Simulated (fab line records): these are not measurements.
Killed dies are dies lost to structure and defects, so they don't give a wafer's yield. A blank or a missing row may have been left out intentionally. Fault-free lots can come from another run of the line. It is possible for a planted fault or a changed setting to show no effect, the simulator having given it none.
fab line records	flow n5_finfet	part 1 of 2: steps 1 to 4 of 6
record: lots: 24	wafers: 72	last_day: 17
route steps=1938 shown BEOL_M6@1241 BEOL_M7@1278
lots untouched by any fault: they come from a run of this same line in which no faults occurred
start_h: the number of hours between the record's first day and the start of the first shown wafer of the lot	wait_h: hours from the lot's prior step to this one	" repeats the value in the row above	L1.1+2: one row covering several wafers at once	- no value present, or no start provided	* or withheld: withheld	< > ~ a bound
route shown NAME@n: a module of which the file shows steps, and the number in the route of the first	usual: mean/standard deviation taken from wafers without a fault	same: alike in all rows	chamber/n: place in a boat	sites: readings site by site	_std_site: standard deviation across them	_edge_site: mean of outer sites minus mean of inner sites	radius_mm: for every site, how far away it sits from the centre of the wafer	mask NAME#n: copy n	behind: the tool/chamber that last shaped the wafer	hold: what put the lot on hold/how long, in hours/how the hold closed	device: whichever transistor did not switch (one of n, p or np)	end of line: tests run on the same wafers once the route is complete	a step given without rows: its recipe and nothing more	killed: not the wafer's yield, but the dies lost to structure and defects at the first sort	map: the dies of a wafer, with x for killed, . for not killed, _ for no die there
set.NAME: the setting as run; set.NAME@STEP: as run at that earlier step	model.NAME: the simulator's own value behind a step, which no gauge read
the route's steps for a sample of lots (tables are steps, rows are wafers)
services: when a tool's chamber went out of use (start_h, in hours from the record's first day, below 0 if earlier), for how many hours, and the reason
== steps ==
step: N5_BEOL_M6_STRIP_80
recipe: chemistry: N2/H2	time_s: 10	power_w: 450	temp_c: 40	pressure_mtorr: 20	rf_frequency_hz: 6e+07	bias_power_w: 7	n2_flow_sccm: 200	h2_flow_sccm: 200
usual: drypump_motor_current_A: 5.9/0.35	n2_flow_sccm: 200.0/0.72	oes_product_au: 0.79/0.098	rf_vpp_V: 59.3/0.84	showerhead_plenum_p_Torr: 2.56/0.077	throttle_valve_pct: 23.7/0.36
lot.wafer	tool	chamber	start_h	wait_h	drypump_motor_current_A	n2_flow_sccm	oes_product_au	rf_hours_counter_h	rf_vpp_V	showerhead_plenum_p_Torr	throttle_valve_pct
L074.4	rie_diel-03	3	-	-	5.6	199.4	0.73	180	59.7	2.53	23.9
L074.5	"	1	"	"	5.4	199.5	0.74	-	60.1	2.43	23.3
L074.6	"	2	"	"	5.8	199.8	0.89	-	59.9	2.69	23.2
L075.1	rie_diel-05	0	-	-	5.7	199.8	0.85	41	59.9	2.69	23.1
L075.3	"	1	"	"	5.5	200.9	0.70	188	60.8	2.64	23.8
L075.6	"	2	"	"	5.5	199.6	0.85	-	58.6	2.57	23.5
L076.1	rie_diel-03	0	-	-	5.7	199.2	0.67	239	59.5	2.61	23.9
L076.3	"	2	"	"	5.8	198.7	0.88	54	59.2	2.68	23.2
L076.5	"	1	"	"	5.4	200.0	0.73	-	59.0	2.43	23.3
L077.1	rie_diel-04	2	-	-	6.1	200.3	0.74	169	58.6	2.54	24.3
L077.2	"	0	"	"	6.2	200.5	0.70	233	59.2	2.62	23.7
L077.5	"	0	"	"	6.3	200.2	0.70	-	59.1	2.62	23.8
L078.1	rie_diel-03	1	-	-	5.4	200.0	0.73	178	58.8	2.42	23.3
L078.3	"	0	"	"	5.6	201.2	0.66	244	59.5	2.60	23.9
L078.5	"	1	"	"	5.4	200.3	0.73	-	59.8	2.42	23.3
L080.1	rie_diel-05	2	-	-	5.5	200.3	0.83	65	59.1	2.57	23.5
L080.4	"	0	"	"	5.7	200.5	0.83	51	59.6	2.68	23.2
L080.6	"	1	"	"	5.5	199.8	0.69	-	59.9	2.63	23.8
L079.2	rie_diel-04	1	-	-	6.4	200.1	1.00	2	60.8	2.60	23.5
L079.4	"	3	"	"	6.3	200.2	0.74	193	59.5	2.52	23.9
L079.5	"	1	"	"	6.5	200.0	1.00	-	59.0	2.60	23.5
L081.3	rie_diel-04	0	-	-	6.3	200.2	0.70	243	58.7	2.61	23.8
L081.4	"	3	"	"	6.3	199.1	0.74	193	60.7	2.52	23.9
L081.5	"	1	"	"	6.4	199.8	0.99	-	61.3	2.60	23.5
L082.2	rie_diel-04	3	-	-	6.2	199.7	0.73	200	59.1	2.52	23.9
L082.3	"	2	"	"	6.1	200.0	0.73	186	60.0	2.53	24.3
L082.6	"	1	"	"	6.5	199.6	0.95	-	57.4	2.60	23.5
L083.3	rie_diel-04	1	-	-	6.5	200.5	0.96	11	59.9	2.60	23.5
L083.4	"	3	"	"	6.3	200.4	0.73	-	59.0	2.52	23.9
L083.5	"	1	"	"	6.5	200.6	0.94	-	58.1	2.60	23.5
L084.4	rie_diel-04	1	-	-	6.4	200.7	0.94	-	59.6	2.60	23.5
L084.5	"	2	"	"	6.1	199.5	0.73	-	60.0	2.53	24.3
L084.6	"	3	"	"	6.3	199.5	0.73	-	59.6	2.52	23.9
L085.2	rie_diel-03	2	-	-	5.8	199.3	0.85	73	59.1	2.67	23.2
L085.4	"	0	"	"	5.6	199.3	1.02	0	61.4	2.60	23.6
L085.5	"	1	"	"	5.4	200.2	0.72	-	58.9	2.42	23.3
L086.1	rie_diel-05	1	-	-	5.5	198.7	0.69	211	60.7	2.63	23.8
L086.2	"	0	"	"	5.7	200.5	0.82	61	59.5	2.68	23.2
L086.6	"	0	"	"	5.7	201.6	0.84	-	60.5	2.68	23.2
L087.1	rie_diel-03	1	-	-	5.4	200.1	0.72	194	57.8	2.42	23.3
L087.2	"	2	"	"	5.8	199.4	0.85	75	59.1	2.67	23.2
L087.3	"	0	"	"	5.6	199.5	0.99	2	59.8	2.60	23.6
L088.1	rie_diel-03	0	-	-	5.6	200.6	0.97	8	58.4	2.60	23.6
L088.4	"	3	"	"	5.6	199.1	0.70	213	60.1	2.51	23.9
L088.5	"	1	"	"	5.4	199.2	0.72	-	59.0	2.41	23.3
L089.1	rie_diel-05	1	-	-	5.5	200.6	0.68	222	58.8	2.62	23.8
L089.3	"	0	"	"	5.6	200.4	0.83	66	60.8	2.68	23.2
L089.6	"	2	"	"	5.5	200.4	0.81	-	58.9	2.56	23.5
L090.3	rie_diel-03	3	-	-	5.6	200.3	0.71	216	58.6	2.51	23.9
L090.4	"	2	"	"	5.8	200.2	0.85	84	60.3	2.67	23.2
L090.6	"	2	"	"	5.8	199.5	0.85	-	59.5	2.67	23.2
L091.1	rie_diel-04	2	-	-	6.1	200.1	0.71	205	58.8	2.52	24.4
L091.2	"	0	"	"	6.3	199.6	0.98	9	59.2	2.60	23.5
L091.6	"	2	"	"	6.1	200.1	0.72	-	58.4	2.52	24.4
L092.1	rie_diel-04	2	-	-	6.1	200.2	0.72	210	58.7	2.52	24.4
L092.2	"	3	"	"	6.3	198.9	0.71	224	60.1	2.51	23.9
L092.3	"	0	"	"	6.2	201.7	0.96	14	59.4	2.60	23.5
L095.1	rie_diel-03	0	-	-	5.7	200.5	0.93	22	57.5	2.59	23.6
L095.4	"	2	"	"	5.8	198.3	0.83	97	59.9	2.66	23.2
L095.5	"	1	"	"	5.5	200.1	0.70	-	57.9	2.41	23.3
L093.3	rie_diel-05	2	-	-	5.5	201.1	0.79	101	58.7	2.55	23.5
L093.4	"	1	"	"	5.5	200.2	0.67	234	58.9	2.62	23.8
L093.6	"	3	"	"	5.8	200.1	0.79	-	57.2	2.44	23.5
L097.2	rie_diel-04	2	-	-	6.1	200.3	0.71	214	59.7	2.52	24.4
L097.3	"	0	"	"	6.3	200.0	0.95	17	57.7	2.60	23.5
L097.6	"	2	"	"	6.1	200.2	0.71	-	59.2	2.52	24.4
L094.1	rie_diel-04	2	-	-	6.1	199.8	0.72	215	59.4	2.52	24.4
L094.4	"	0	"	"	6.2	198.9	0.95	19	57.9	2.60	23.5
L094.6	"	3	"	"	6.3	201.1	0.71	-	58.4	2.51	23.9
L096.3	rie_diel-04	3	-	-	6.2	200.2	0.71	-	58.9	2.51	23.9
L096.4	"	2	"	"	6.1	200.2	0.71	-	59.0	2.52	24.4
L096.6	"	2	"	"	6.1	199.3	0.71	-	60.3	2.52	24.4
step: N5_BEOL_M6_ANNEAL_51
recipe: temp_c: 225	time_s: 90	ambient: N2
usual: anneal_temp_c: 225.01/0.16	wafer_temp_C_max: 226.0/0.37
lot.wafer	tool	chamber	start_h	wait_h	anneal_temp_c	wafer_temp_C_max
L074.4	rtp_anneal-01	0	175.82	0.2	224.66	225.7
L074.5	"	0	"	"	224.99	225.6
L074.6	"	0	"	"	224.98	225.4
L075.1	rtp_anneal-01	0	190.97	0.2	225.13	225.7
L075.3	"	0	"	"	225.03	225.5
L075.6	"	0	"	"	224.93	225.6
L076.1	rtp_anneal-01	0	200.60	0.1	224.94	225.5
L076.3	"	0	"	"	225.05	225.7
L076.5	"	0	"	"	224.90	225.7
L077.1	rtp_anneal-01	0	201.48	0.3	224.96	225.6
L077.2	"	0	"	"	224.69	226.1
L077.5	"	0	"	"	224.87	225.6
L078.1	rtp_anneal-02	0	218.81	0.1	225.18	226.4
L078.3	"	0	"	"	224.92	226.4
L078.5	"	0	"	"	225.23	226.3
L080.1	rtp_anneal-02	0	219.62	0.4	224.98	226.3
L080.4	"	0	"	"	224.97	226.1
L080.6	"	0	"	"	224.95	226.7
L079.2	rtp_anneal-01	0	219.74	0.4	225.21	226.0
L079.4	"	0	"	"	225.07	225.7
L079.5	"	0	"	"	225.07	225.7
L081.3	rtp_anneal-01	0	222.45	0.1	225.05	225.9
L081.4	"	0	"	"	225.14	225.6
L081.5	"	0	"	"	224.97	225.4
L082.2	rtp_anneal-02	0	243.55	0.1	224.80	226.5
L082.3	"	0	"	"	224.48	226.3
L082.6	"	0	"	"	224.94	226.2
L083.3	rtp_anneal-01	0	245.85	0.1	225.11	225.4
L083.4	"	0	"	"	225.07	226.2
L083.5	"	0	"	"	225.11	225.7
L084.4	rtp_anneal-02	0	249.96	0.2	224.97	226.2
L084.5	"	0	"	"	224.85	226.0
L084.6	"	0	"	"	225.06	226.0
L085.2	rtp_anneal-01	0	252.31	0.5	224.92	226.0
L085.4	"	0	"	"	225.08	225.7
L085.5	"	0	"	"	224.89	226.1
L086.1	rtp_anneal-01	0	254.37	0.3	225.13	225.7
L086.2	"	0	"	"	224.85	225.2
L086.6	"	0	"	"	224.96	225.7
L087.1	rtp_anneal-02	0	254.67	0.5	224.81	226.2
L087.2	"	0	"	"	224.84	226.1
L087.3	"	0	"	"	224.71	226.3
L088.1	rtp_anneal-02	0	274.54	0.7	225.09	226.7
L088.4	"	0	"	"	224.95	225.7
L088.5	"	0	"	"	225.03	225.9
L089.1	rtp_anneal-02	0	277.82	0.1	225.12	226.3
L089.3	"	0	"	"	225.46	226.3
L089.6	"	0	"	"	225.21	226.3
L090.3	rtp_anneal-01	0	282.80	0.1	224.94	225.7
L090.4	"	0	"	"	224.88	226.1
L090.6	"	0	"	"	224.87	225.7
L091.1	rtp_anneal-02	0	295.13	0.2	225.15	226.6
L091.2	"	0	"	"	225.14	226.1
L091.6	"	0	"	"	225.23	226.5
L092.1	rtp_anneal-02	0	307.01	0.1	224.83	226.0
L092.2	"	0	"	"	224.99	226.2
L092.3	"	0	"	"	225.25	226.5
L095.1	rtp_anneal-01	0	316.38	1.1	225.29	226.0
L095.4	"	0	"	"	225.25	225.8
L095.5	"	0	"	"	225.06	225.7
L093.3	rtp_anneal-02	0	317.22	0.1	224.99	226.6
L093.4	"	0	"	"	225.04	227.1
L093.6	"	0	"	"	225.05	226.7
L097.2	rtp_anneal-01	0	318.02	0.1	225.27	225.7
L097.3	"	0	"	"	225.02	225.8
L097.6	"	0	"	"	224.96	225.8
L094.1	rtp_anneal-02	0	324.74	0.2	224.80	226.6
L094.4	"	0	"	"	224.93	226.1
L094.6	"	0	"	"	224.93	226.5
L096.3	rtp_anneal-01	0	332.08	0.1	225.18	225.9
L096.4	"	0	"	"	225.21	225.8
L096.6	"	0	"	"	225.21	225.8
step: N5_BEOL_M7_INSPECT_13
recipe: mode: adi	inspect_instrument: brightfield
usual: raw_defect_count: 456/96
lot.wafer	tool	chamber	start_h	wait_h	raw_defect_count
L074.4	defect_inspect-02	-	178.33	0.0	383
L074.5	"	-	"	"	304
L074.6	"	-	"	"	401
L075.1	defect_inspect-01	-	195.48	0.0	433
L075.3	"	-	"	"	519
L075.6	"	-	"	"	500
L076.1	defect_inspect-02	-	203.66	0.0	569
L076.3	"	-	"	"	388
L076.5	"	-	"	"	411
L077.1	defect_inspect-01	-	204.00	0.0	450
L077.2	"	-	"	"	598
L077.5	"	-	"	"	435
L078.1	defect_inspect-02	-	221.80	0.0	475
L078.3	"	-	"	"	509
L078.5	"	-	"	"	355
L080.1	defect_inspect-02	-	222.03	0.0	353
L080.4	"	-	"	"	258
L080.6	"	-	"	"	497
L079.2	defect_inspect-01	-	222.26	0.0	299
L079.4	"	-	"	"	456
L079.5	"	-	"	"	598
L081.3	defect_inspect-02	-	225.19	0.0	357
L081.4	"	-	"	"	717
L081.5	"	-	"	"	554
L082.2	defect_inspect-02	-	246.49	0.0	433
L082.3	"	-	"	"	346
L082.6	"	-	"	"	313
L083.3	defect_inspect-02	-	249.26	0.0	532
L083.4	"	-	"	"	686
L083.5	"	-	"	"	421
L084.4	defect_inspect-01	-	252.63	0.0	457
L084.5	"	-	"	"	514
L084.6	"	-	"	"	423
L085.2	defect_inspect-01	-	254.66	0.0	396
L085.4	"	-	"	"	441
L085.5	"	-	"	"	504
L086.1	defect_inspect-01	-	257.60	0.0	307
L086.2	"	-	"	"	383
L086.6	"	-	"	"	362
L087.1	defect_inspect-02	-	257.64	0.0	324
L087.2	"	-	"	"	483
L087.3	"	-	"	"	489
L088.1	defect_inspect-02	-	276.95	0.0	507
L088.4	"	-	"	"	485
L088.5	"	-	"	"	629
L089.1	defect_inspect-01	-	279.95	0.0	275
L089.3	"	-	"	"	426
L089.6	"	-	"	"	569
L090.3	defect_inspect-02	-	286.91	0.2	328
L090.4	"	-	"	"	414
L090.6	"	-	"	"	398
L091.1	defect_inspect-02	-	299.01	0.0	387
L091.2	"	-	"	"	381
L091.6	"	-	"	"	286
L092.1	defect_inspect-01	-	309.56	0.0	576
L092.2	"	-	"	"	550
L092.3	"	-	"	"	379
L095.1	defect_inspect-01	-	319.11	0.0	516
L095.4	"	-	"	"	572
L095.5	"	-	"	"	577
L093.3	defect_inspect-01	-	323.09	0.0	471
L093.4	"	-	"	"	611
L093.6	"	-	"	"	523
L097.2	defect_inspect-01	-	323.53	0.0	457
L097.3	"	-	"	"	377
L097.6	"	-	"	"	512
L094.1	defect_inspect-02	-	327.84	0.0	469
L094.4	"	-	"	"	553
L094.6	"	-	"	"	489
L096.3	defect_inspect-01	-	336.46	0.0	462
L096.4	"	-	"	"	390
L096.6	"	-	"	"	506
step: N5_BEOL_M7_ETCH_61
recipe: chemistry: CF4	target: SiARC	target_depth_a: 455	mask_material: CAR-ArF	time_s: 75.8	ion_energy_ev: 80	pressure_mtorr: 40	source_w: 545	bias_w: 36	Ar_flow_sccm: 100	cf4_flow_sccm: 100	ends: cleared
usual: drypump_motor_current_A: 5.7/0.53	etch_rf_on_time_s: 75.9/1.2	oes_product_au: 0.68/0.072	rf_vpp_V: 183.7/1.1	showerhead_plenum_p_Torr: 2.12/0.066	throttle_valve_pct: 15.51/0.16
lot.wafer	tool	chamber	start_h	wait_h	drypump_motor_current_A	etch_rf_on_time_s	oes_product_au	rf_hours_counter_h	rf_vpp_V	showerhead_plenum_p_Torr	throttle_valve_pct
L074.4	rie_diel-06	1	178.66	0.0	6.6	77.4	0.74	50	184.4	2.26	15.53
L074.5	"	0	"	"	5.8	74.8	0.81	-	184.1	2.10	15.27
L074.6	"	1	"	"	6.6	77.6	0.74	-	186.5	2.26	15.52
L075.1	rie_diel-06	3	195.85	0.0	5.9	75.1	0.73	57	183.7	2.09	15.31
L075.3	"	2	"	"	5.6	78.0	0.59	222	182.6	2.11	15.44
L075.6	"	0	"	"	5.8	73.8	0.82	-	183.7	2.10	15.27
L076.1	rie_diel-02	0	203.98	0.0	5.9	75.9	0.60	228	182.3	2.11	15.72
L076.3	"	1	"	"	6.0	74.8	0.80	10	183.7	2.10	15.40
L076.5	"	1	"	"	6.0	74.9	0.80	-	182.4	2.10	15.42
L077.1	rie_diel-06	0	204.28	0.0	5.8	73.9	0.80	20	184.0	2.10	15.27
L077.2	"	1	"	"	6.6	76.4	0.73	58	184.3	2.25	15.54
L077.5	"	1	"	"	6.6	76.4	0.74	-	185.9	2.25	15.53
L078.1	rie_diel-01	0	222.17	0.0	5.7	77.5	0.63	160	184.6	2.23	15.80
L078.3	"	2	"	"	5.0	74.3	0.69	85	182.8	2.08	15.38
L078.5	"	0	"	"	5.8	77.2	0.62	-	185.3	2.23	15.79
L080.1	rie_diel-01	3	222.49	0.0	4.6	76.8	0.69	104	182.9	2.07	15.41
L080.4	"	2	"	"	4.9	75.1	0.68	85	183.4	2.08	15.37
L080.6	"	2	"	"	4.9	75.7	0.68	-	182.9	2.08	15.38
L079.2	rie_diel-01	1	223.37	0.0	5.8	76.1	0.64	161	181.9	2.05	15.35
L079.4	"	3	"	"	4.7	76.3	0.69	105	183.5	2.07	15.39
L079.5	"	0	"	"	5.7	77.1	0.63	-	183.6	2.23	15.80
L081.3	rie_diel-01	3	226.06	0.0	4.6	76.6	0.69	106	184.1	2.07	15.41
L081.4	"	1	"	"	5.8	76.3	0.63	162	183.4	2.05	15.37
L081.5	"	2	"	"	4.9	74.7	0.68	-	182.0	2.08	15.39
L082.2	rie_diel-06	3	246.56	0.0	5.9	74.7	0.71	76	183.0	2.08	15.34
L082.3	"	0	"	"	5.8	74.1	0.77	36	182.3	2.09	15.30
L082.6	"	1	"	"	6.6	77.0	0.72	-	185.5	2.25	15.54
L083.3	rie_diel-02	1	249.39	0.0	6.0	74.5	0.80	20	183.8	2.10	15.44
L083.4	"	3	"	"	5.6	76.7	0.58	222	184.6	2.19	15.70
L083.5	"	3	"	"	5.6	76.8	0.58	-	183.9	2.19	15.69
L084.4	rie_diel-02	0	252.69	0.0	5.9	75.7	0.60	239	183.0	2.11	15.77
L084.5	"	1	"	"	6.0	75.3	0.78	-	184.5	2.10	15.44
L084.6	"	0	"	"	5.9	75.3	0.60	-	183.4	2.11	15.77
L085.2	rie_diel-01	1	254.73	0.0	5.8	77.6	0.62	172	183.4	2.05	15.39
L085.4	"	0	"	"	5.8	77.6	0.61	172	184.7	2.22	15.81
L085.5	"	3	"	"	4.7	76.8	0.68	-	183.1	2.06	15.42
L086.1	rie_diel-02	3	257.67	0.0	5.6	76.3	0.58	225	185.5	2.19	15.70
L086.2	"	0	"	"	5.9	75.8	0.60	241	184.8	2.11	15.75
L086.6	"	3	"	"	5.6	76.7	0.58	-	185.9	2.19	15.70
L087.1	rie_diel-06	3	257.76	0.0	5.9	74.6	0.71	79	182.7	2.08	15.36
L087.2	"	0	"	"	5.8	74.2	0.77	40	182.9	2.09	15.33
L087.3	"	2	"	"	5.7	77.2	0.58	244	183.8	2.10	15.51
L088.1	rie_diel-01	1	277.23	0.0	5.8	75.7	0.62	180	182.0	2.05	15.42
L088.4	"	2	"	"	4.9	74.4	0.67	105	182.8	2.08	15.41
L088.5	"	2	"	"	5.0	74.1	0.68	-	182.9	2.08	15.41
L089.1	rie_diel-02	0	280.25	0.0	5.9	75.8	0.59	249	184.4	2.11	15.78
L089.3	"	2	"	"	6.0	76.1	0.76	42	182.9	2.09	15.51
L089.6	"	0	"	"	5.9	75.2	0.59	-	184.0	2.11	15.77
L090.3	rie_diel-01	3	286.97	0.0	4.7	76.5	0.66	125	182.6	2.06	15.45
L090.4	"	1	"	"	5.8	76.7	0.62	184	182.3	2.04	15.39
L090.6	"	2	"	"	5.0	75.4	0.67	-	182.5	2.07	15.42
L091.1	rie_diel-02	3	299.11	0.0	5.6	77.1	0.57	242	185.6	2.19	15.72
L091.2	"	2	"	"	6.0	75.0	0.75	50	183.6	2.09	15.56
L091.6	"	1	"	"	6.0	75.3	0.76	-	182.7	2.09	15.46
L092.1	rie_diel-01	3	309.63	0.0	4.6	76.3	0.66	133	183.2	2.06	15.47
L092.2	"	0	"	"	5.8	77.9	0.61	193	185.2	2.22	15.85
L092.3	"	1	"	"	5.8	77.0	0.61	194	182.6	2.04	15.43
L095.1	rie_diel-02	3	319.18	0.0	5.6	77.8	0.56	248	185.0	2.19	15.74
L095.4	"	2	"	"	6.0	76.2	0.74	-	183.0	2.09	15.58
L095.5	"	1	"	"	6.0	76.0	0.74	-	183.5	2.09	15.46
L093.3	rie_diel-01	2	323.27	0.0	4.9	75.6	0.66	114	182.6	2.07	15.42
L093.4	"	0	"	"	5.8	77.7	0.60	196	186.2	2.22	15.85
L093.6	"	1	"	"	5.8	77.1	0.61	-	181.9	2.04	15.43
L097.2	rie_diel-06	0	323.91	0.0	5.7	73.4	0.76	57	183.0	2.08	15.35
L097.3	"	3	"	"	5.9	75.2	0.68	96	183.2	2.07	15.37
L097.6	"	0	"	"	5.8	73.3	0.75	-	183.2	2.08	15.35
L094.1	rie_diel-01	1	328.35	0.0	5.8	76.2	0.61	198	183.6	2.04	15.42
L094.4	"	3	"	"	4.7	75.8	0.66	139	182.7	2.06	15.47
L094.6	"	2	"	"	5.0	74.8	0.66	-	182.7	2.07	15.45
L096.3	rie_diel-06	3	336.53	0.0	5.9	75.7	0.68	100	183.4	2.07	15.40
L096.4	"	3	"	"	5.9	74.9	0.68	-	183.3	2.07	15.41
L096.6	"	0	"	"	5.8	73.7	0.75	-	181.5	2.08	15.35
